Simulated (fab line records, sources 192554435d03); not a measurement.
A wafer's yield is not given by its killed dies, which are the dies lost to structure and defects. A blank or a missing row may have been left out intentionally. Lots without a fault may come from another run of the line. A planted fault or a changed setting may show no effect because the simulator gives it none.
Matching of chambers	flow n5Finfet	N5_BEOL_M0_SAQP_STRIP_108 on rieDiel-06 has 4 sister chambers
The step strips in N2/H2. 4 wafers are shown with their chamber, then 8 later ones without.

== WAFERS, EACH WITH ITS CHAMBER ==
wafer	chamber	showerheadPlenumPTorr (Torr)
L085.4	0	3.20
L085.5	2	3.51
L085.6	3	3.49
L094.1	1	3.29

== WAFERS WHOSE CHAMBER IS MISSING ==
wafer	showerheadPlenumPTorr (Torr)
L094.5	3.29
L094.6	3.19
L096.1	3.47
L096.2	3.50
L096.5	3.19
L095.2	3.50
L095.3	3.19
L095.5	3.19

== WHICH CHAMBER EACH ONE RAN IN ==
wafer	from the rows above	in truth
L094.5	1	1
L094.6	0	0
L096.1	can't be placed: 3 or 2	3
L096.2	can't be placed: 2 or 3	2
L096.5	0	0
L095.2	can't be placed: 2 or 3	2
L095.3	0	0
L095.5	0	0
Placed correctly: 5 of 8. Cannot be placed on the basis of these rows: 3; the candidates contain the true chamber in 3. Number placed wrongly: 0.
How it was worked out, from the rows above alone: a wafer's distance from a chamber is the root of the sum, over the readings, of the square of ((its reading less the chamber's mean) divided by the reading's scatter). The wafer belongs to the nearest chamber; if the next one is less than 2 further off, it can't be placed. A chamber's mean is the mean of its shown wafers. The scatter: root of mean squared gap, hidden wafer to nearest shown wafer, with one shown wafer a chamber.
